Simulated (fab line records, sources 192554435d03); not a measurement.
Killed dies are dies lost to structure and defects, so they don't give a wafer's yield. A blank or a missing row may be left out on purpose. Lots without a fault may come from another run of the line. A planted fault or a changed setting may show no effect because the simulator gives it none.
A struck lot beside a sound one | flow n5_finfet | 36 steps out of a route of 1938
Sound: wafers L904.1, L904.2, L904.4. Struck: wafers L902.1, L902.2, L902.6. The cause comes at the end.
At each step with rows: each side's tool, then ch and its chambers, then its first start. Under that, the readings that differ: sound wafers | struck wafers | difference of the means | sigmas: that difference in standard deviations of wafers without a fault.
alike: readings whose means differ by less than 2 such deviations, and words and numbers that are the same on both sides. not compared: withheld readings, readings that some wafer has no value for, bounds like >300 that may hide the same value, and numbers for which the record gives no deviation and whose values overlap.
The two part at a step that has a row with sigmas, a row that says differs or no value, or rows on one side only. Numbers that don't overlap but have no deviation are shown without sigmas and don't part them. A reading that every wafer of one side lacks parts them only if that side has two wafers or more.

first, 9 steps without rows for these wafers: N5_BEOL_M4_ANNEAL_95 (time 240 s); N5_BEOL_M4_SPUTTER_96 (material Cu, target thk 4.5 nm, time 8.29 s); N5_BEOL_M4_ECD_50 (material Cu, target thk 300 nm); N5_BEOL_M4_ANNEAL_51 (time 90 s); N5_BEOL_M4_CMP_52 (polishes, stops on SiOC, t overpolish 6.8 s, target thk 40 nm); N5_BEOL_M4_PRE_CLEAN_60 (time 15 s); N5_BEOL_M4_CO_CAP_55 (material Co, precursor CCTBA/H2, target thk 2 nm, time 102.1 s); N5_BEOL_M4_PRE_CLEAN_56 (time 15 s); N5_BEOL_M4_DEP_57 (deposits SiCN from 3MS/NH3, target thk 8 nm, time 14 s).
N5_BEOL_M4_RC_MEAS_101:
  sound on prober-02 ch 0, day 14 04:38; struck on prober-01 ch 0, day 14 01:14
  alike: DIBL_N, DIBL_P, IOFF_N, IOFF_P, ION_N, ION_P, SS_N, SS_P, VT_N, VT_P
then, 24 steps without rows for these wafers: N5_BEOL_M5_ILD_DEP_00 (deposits SiCOH lowk from DEMS/porogen, target thk 140.64 nm, time 25.9 s); N5_BEOL_M5_CURE_79 (cures SiCOH lowk, time 240 s); N5_BEOL_M5_PECVD_70 (deposits SiO2 from TEOS/O2, target thk 16 nm, time 18 s); N5_BEOL_M5_HM_DEP_02 (deposits TiN, target thk 20 nm); N5_BEOL_M5_COAT_59 (time 60 s, resist thk 60 nm); N5_BEOL_M5_COAT_60 (time 60 s, resist thk 12 nm); N5_BEOL_M5_COAT_71 (time 60 s, resist thk 5 nm); N5_BEOL_M5_COAT_05 (resist thk 30 nm); N5_BEOL_M5_EBR_07; N5_BEOL_M5_SOFTBAKE_06 (time 60 s); N5_BEOL_M5_EXPOSE_08 (exposes mask M5, target cd 28 nm); N5_BEOL_M5_PEB_09 (peb time 60 s); N5_BEOL_M5_DEVELOP_10 (develop time 30 s); N5_BEOL_M5_DESCUM_16 (chemistry O2, time 7 s); N5_BEOL_M5_ETCH_72 (etches underlayer in N2/H2, target depth 6.5 nm, time 5.2 s); N5_BEOL_M5_ETCH_61 (etches SiARC in CF4, target depth 15.6 nm, time 26 s); N5_BEOL_M5_ETCH_62 (etches SOC in N2/H2, target depth 75 nm, overetch 15 nm, time 112.5 s); N5_BEOL_M5_STRIP_63 (strips in N2/H2); N5_BEOL_M5_STRIP_73 (strips in N2/H2); N5_BEOL_M5_STRIP_64 (strips in CF4); N5_BEOL_M5_HM_OPEN_17 (chemistry Cl2/BCl3, target TiN, target depth 20 nm, overetch 6 nm); N5_BEOL_M5_STRIP_19 (strips in O2); N5_BEOL_M5_COAT_65 (time 60 s, resist thk 60 nm); N5_BEOL_M5_COAT_66 (time 60 s, resist thk 12 nm).
-- the record jumps here: 5 days lie between the struck wafers' starts before and after (it left off in module BEOL_M5 and takes up again in module PASSIVATION, whose first step shown is number 1936 of the route) --
N5_PASSIVATION_AL_DEP_21: deposits Al, target thk 2800 nm, time 170 s.
  sound on pvd_sputter-03, day 18 15:29; struck on pvd_sputter-02, day 18 18:36
  no value came back on the struck wafers for cathode_dc_power_W (W), chamber_pressure_pa (Pa), throttle_valve_pct (%); on the sound wafers cathode_dc_power_W (W) reads 30000 29998 30001
N5_PASSIVATION_PROBE_49:
  sound on prober-02, day 18 21:32; struck on prober-01, day 18 23:57
  reading                  | sound          | struck         | difference | sigmas
  defect_limited_yield (%) | 93.5 93.1 92.2 | 0 0 0          | -93        | -66
  killed_at_M4_up          | 9 12 25        | 3 2 4          | -12        | -2
  killed_at_other          | 0 3 0          | 1164 1161 1157 | +1160      | +99 or more
  killed_dies              | 77 81 92       | 1180 1180 1180 | +1097      | +65
  killed_on_rim            | 8 10 12        | 152 152 152    | +142       | +36
  killed_open              | 51 57 67       | 15 18 15       | -42        | -4
  killed_short             | 25 23 24       | 1 1 10         | -20        | -2
  sort_bin_5_function (%)  | 3.1 4.2 5.0    | 72.4 72.8 73.6 | +68.8      | +72
  sort_n_pass              | 1103 1099 1088 | 0 0 0          | -1097      | -65
  sort_yield_pct (%)       | 93.5 93.1 92.2 | 0 0 0          | -93        | -66
  alike: killed_at_M0_to_M3, killed_at_contacts, killed_at_front_end, sort_bin_6_memory

WHERE THEY PART
First at N5_PASSIVATION_AL_DEP_21; last, within this record, at N5_PASSIVATION_PROBE_49.

WHY: what the simulator had put in
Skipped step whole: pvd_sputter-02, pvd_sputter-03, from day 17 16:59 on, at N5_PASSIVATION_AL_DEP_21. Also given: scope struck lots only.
